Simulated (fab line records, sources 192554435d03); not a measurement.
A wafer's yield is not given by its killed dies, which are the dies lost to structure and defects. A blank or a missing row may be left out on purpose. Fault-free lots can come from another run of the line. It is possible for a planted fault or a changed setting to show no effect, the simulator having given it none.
Chamber matching || flow n5_finfet || N5_BEOL_M3_ETCH_69 on rie_diel-06: 4 sister chambers
The step etches SiARC in CF4, target depth 15.6 nm, time 26 s. 18 wafers are shown with their chamber, then 9 later ones without.

## WAFERS WITH THEIR CHAMBER
{"wafer": "L074.2", "chamber": 3, "showerhead_plenum_p_Torr (Torr)": 2.09, "drypump_motor_current_A (A)": 5.30, "oes_product_au (a.u.)": 0.74}
{"wafer": "L074.3", "chamber": 2, "showerhead_plenum_p_Torr (Torr)": 2.13, "drypump_motor_current_A (A)": 5.54, "oes_product_au (a.u.)": 0.61}
{"wafer": "L074.4", "chamber": 2, "showerhead_plenum_p_Torr (Torr)": 2.13, "drypump_motor_current_A (A)": 5.54, "oes_product_au (a.u.)": 0.61}
{"wafer": "L078.2", "chamber": 3, "showerhead_plenum_p_Torr (Torr)": 2.09, "drypump_motor_current_A (A)": 5.29, "oes_product_au (a.u.)": 0.71}
{"wafer": "L078.5", "chamber": 2, "showerhead_plenum_p_Torr (Torr)": 2.13, "drypump_motor_current_A (A)": 5.55, "oes_product_au (a.u.)": 0.61}
{"wafer": "L078.6", "chamber": 0, "showerhead_plenum_p_Torr (Torr)": 2.22, "drypump_motor_current_A (A)": 5.84, "oes_product_au (a.u.)": 0.61}
{"wafer": "L081.3", "chamber": 0, "showerhead_plenum_p_Torr (Torr)": 2.22, "drypump_motor_current_A (A)": 5.82, "oes_product_au (a.u.)": 0.60}
{"wafer": "L081.5", "chamber": 3, "showerhead_plenum_p_Torr (Torr)": 2.08, "drypump_motor_current_A (A)": 5.29, "oes_product_au (a.u.)": 0.71}
{"wafer": "L081.6", "chamber": 0, "showerhead_plenum_p_Torr (Torr)": 2.22, "drypump_motor_current_A (A)": 5.83, "oes_product_au (a.u.)": 0.61}
{"wafer": "L080.4", "chamber": 2, "showerhead_plenum_p_Torr (Torr)": 2.13, "drypump_motor_current_A (A)": 5.55, "oes_product_au (a.u.)": 0.61}
{"wafer": "L080.5", "chamber": 2, "showerhead_plenum_p_Torr (Torr)": 2.13, "drypump_motor_current_A (A)": 5.57, "oes_product_au (a.u.)": 0.61}
{"wafer": "L080.6", "chamber": 1, "showerhead_plenum_p_Torr (Torr)": 2.21, "drypump_motor_current_A (A)": 5.28, "oes_product_au (a.u.)": 0.81}
{"wafer": "L084.3", "chamber": 0, "showerhead_plenum_p_Torr (Torr)": 2.22, "drypump_motor_current_A (A)": 5.82, "oes_product_au (a.u.)": 0.61}
{"wafer": "L084.4", "chamber": 3, "showerhead_plenum_p_Torr (Torr)": 2.08, "drypump_motor_current_A (A)": 5.27, "oes_product_au (a.u.)": 0.72}
{"wafer": "L084.6", "chamber": 3, "showerhead_plenum_p_Torr (Torr)": 2.08, "drypump_motor_current_A (A)": 5.30, "oes_product_au (a.u.)": 0.71}
{"wafer": "L087.1", "chamber": 3, "showerhead_plenum_p_Torr (Torr)": 2.08, "drypump_motor_current_A (A)": 5.26, "oes_product_au (a.u.)": 0.71}
{"wafer": "L087.3", "chamber": 0, "showerhead_plenum_p_Torr (Torr)": 2.21, "drypump_motor_current_A (A)": 5.81, "oes_product_au (a.u.)": 0.61}
{"wafer": "L087.6", "chamber": 3, "showerhead_plenum_p_Torr (Torr)": 2.08, "drypump_motor_current_A (A)": 5.28, "oes_product_au (a.u.)": 0.70}

SIGNATURES (averages over the wafers above)
{"reading": "showerhead_plenum_p_Torr", "chamber 0": 2.2180, "chamber 1": 2.2100, "chamber 2": 2.1300, "chamber 3": 2.0829, "scatter within a chamber": 0.00399}
{"reading": "drypump_motor_current_A", "chamber 0": 5.8240, "chamber 1": 5.2800, "chamber 2": 5.5500, "chamber 3": 5.2843, "scatter within a chamber": 0.0133}
{"reading": "oes_product_au", "chamber 0": 0.6080, "chamber 1": 0.8100, "chamber 2": 0.6100, "chamber 3": 0.7143, "scatter within a chamber": 0.00867}
Rule: a wafer's distance from a chamber is the root of the sum, over the readings, of the square of ((its reading less the chamber's mean) divided by the reading's scatter). If the next closest chamber is less than 2 further off than the closest, the wafer can't be placed; otherwise it belongs to the closest. The scatter is the square root of a quotient: the sum, over the shown wafers, of each reading's squared deviation from its chamber's mean, divided by wafers minus chambers.

## WAFERS WITH NO CHAMBER GIVEN
{"wafer": "L092.4", "showerhead_plenum_p_Torr (Torr)": 2.08, "drypump_motor_current_A (A)": 5.33, "oes_product_au (a.u.)": 0.70}
{"wafer": "L092.5", "showerhead_plenum_p_Torr (Torr)": 2.20, "drypump_motor_current_A (A)": 5.27, "oes_product_au (a.u.)": 0.77}
{"wafer": "L092.6", "showerhead_plenum_p_Torr (Torr)": 2.21, "drypump_motor_current_A (A)": 5.84, "oes_product_au (a.u.)": 0.60}
{"wafer": "L091.1", "showerhead_plenum_p_Torr (Torr)": 2.08, "drypump_motor_current_A (A)": 5.29, "oes_product_au (a.u.)": 0.70}
{"wafer": "L091.2", "showerhead_plenum_p_Torr (Torr)": 2.12, "drypump_motor_current_A (A)": 5.54, "oes_product_au (a.u.)": 0.59}
{"wafer": "L091.6", "showerhead_plenum_p_Torr (Torr)": 2.08, "drypump_motor_current_A (A)": 5.31, "oes_product_au (a.u.)": 0.70}
{"wafer": "L095.2", "showerhead_plenum_p_Torr (Torr)": 2.07, "drypump_motor_current_A (A)": 5.32, "oes_product_au (a.u.)": 0.68}
{"wafer": "L095.3", "showerhead_plenum_p_Torr (Torr)": 2.21, "drypump_motor_current_A (A)": 5.84, "oes_product_au (a.u.)": 0.60}
{"wafer": "L095.6", "showerhead_plenum_p_Torr (Torr)": 2.20, "drypump_motor_current_A (A)": 5.26, "oes_product_au (a.u.)": 0.76}

## EACH ONE'S CHAMBER
{"wafer": "L092.4", "from the rows above": 3, "in truth": 3}
{"wafer": "L092.5", "from the rows above": 1, "in truth": 1}
{"wafer": "L092.6", "from the rows above": 0, "in truth": 0}
{"wafer": "L091.1", "from the rows above": 3, "in truth": 3}
{"wafer": "L091.2", "from the rows above": 2, "in truth": 2}
{"wafer": "L091.6", "from the rows above": 3, "in truth": 3}
{"wafer": "L095.2", "from the rows above": 3, "in truth": 3}
{"wafer": "L095.3", "from the rows above": 0, "in truth": 0}
{"wafer": "L095.6", "from the rows above": 1, "in truth": 1}
9 of 9 placed correctly. Can't be placed from these rows: 0. Number placed wrongly: 0.
